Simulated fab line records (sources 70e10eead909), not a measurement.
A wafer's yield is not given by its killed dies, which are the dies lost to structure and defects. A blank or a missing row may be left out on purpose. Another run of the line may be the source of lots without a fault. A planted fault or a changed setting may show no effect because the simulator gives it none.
Matching of chambers | flow nandHarc | 4 sister chambers for NHARC_A_SGD_CUT_DESCUM_14 on rieDiel-06
The step chemistry O2, time 3 s. 16 wafers are shown with their chamber, then 8 later ones without.

WAFERS, EACH WITH ITS CHAMBER
wafer  | chamber | showerheadPlenumPTorr (Torr) | drypumpMotorCurrentA (A) | oesProductAu (a.u.)
L077.1 | 0       | 1.97                         | 4.8                      | 0.997
L077.2 | 2       | 1.89                         | 5.8                      | 0.989
L077.3 | 1       | 1.97                         | 5.9                      | 1.009
L079.3 | 1       | 1.97                         | 6.0                      | 1.011
L079.4 | 0       | 1.97                         | 4.8                      | 1.011
L079.6 | 1       | 1.97                         | 5.9                      | 1.019
L085.2 | 2       | 1.89                         | 5.8                      | 0.996
L085.3 | 1       | 1.97                         | 5.9                      | 1.002
L085.6 | 2       | 1.89                         | 5.8                      | 0.999
L087.1 | 2       | 1.89                         | 5.8                      | 0.999
L087.5 | 0       | 1.96                         | 4.8                      | 0.999
L087.6 | 3       | 1.80                         | 5.9                      | 0.980
L083.4 | 2       | 1.89                         | 5.8                      | 0.997
L083.5 | 3       | 1.80                         | 5.9                      | 0.987
L083.6 | 2       | 1.89                         | 5.8                      | 0.992
L089.1 | 0       | 1.96                         | 4.8                      | 1.002

SIGNATURES (means of the wafers above)
reading               | chamber 0 | chamber 1 | chamber 2 | chamber 3 | scatter within a chamber
showerheadPlenumPTorr | 1.9650    | 1.9700    | 1.8900    | 1.8000    | 0.00289
drypumpMotorCurrentA  | 4.800     | 5.925     | 5.800     | 5.900     | 0.025
oesProductAu          | 1.00225   | 1.01025   | 0.99533   | 0.98350   | 0.00553
Rule: for each reading, subtract the chamber's mean from the wafer's reading, divide by that reading's scatter and square the result; add these up over the readings and take the root, which gives the wafer's distance from the chamber. If the next closest chamber is less than 2 further off than the closest, the wafer can't be placed; otherwise it belongs to the closest. How the scatter is found: for the shown wafers, subtract from each reading the mean of its chamber, square and add these, divide the total by (wafers less chambers), then take the root.

WAFERS WITHOUT THEIR CHAMBER
wafer  | showerheadPlenumPTorr (Torr) | drypumpMotorCurrentA (A) | oesProductAu (a.u.)
L089.3 | 1.80                         | 5.9                      | 0.987
L089.4 | 1.97                         | 5.9                      | 1.021
L090.4 | 1.96                         | 4.8                      | 0.997
L090.5 | 1.97                         | 5.9                      | 1.001
L090.6 | 1.89                         | 5.8                      | 0.994
L095.3 | 1.89                         | 5.8                      | 1.010
L095.4 | 1.80                         | 5.9                      | 0.991
L095.6 | 1.97                         | 5.9                      | 0.971

EACH ONE'S CHAMBER
wafer  | from the rows above | in truth
L089.3 | 3                   | 3
L089.4 | 1                   | 1
L090.4 | 0                   | 0
L090.5 | 1                   | 1
L090.6 | 2                   | 2
L095.3 | 2                   | 2
L095.4 | 3                   | 3
L095.6 | 1                   | 1
Correct placement for 8 of the 8. Number that these rows cannot place: 0. Wrongly placed: 0.
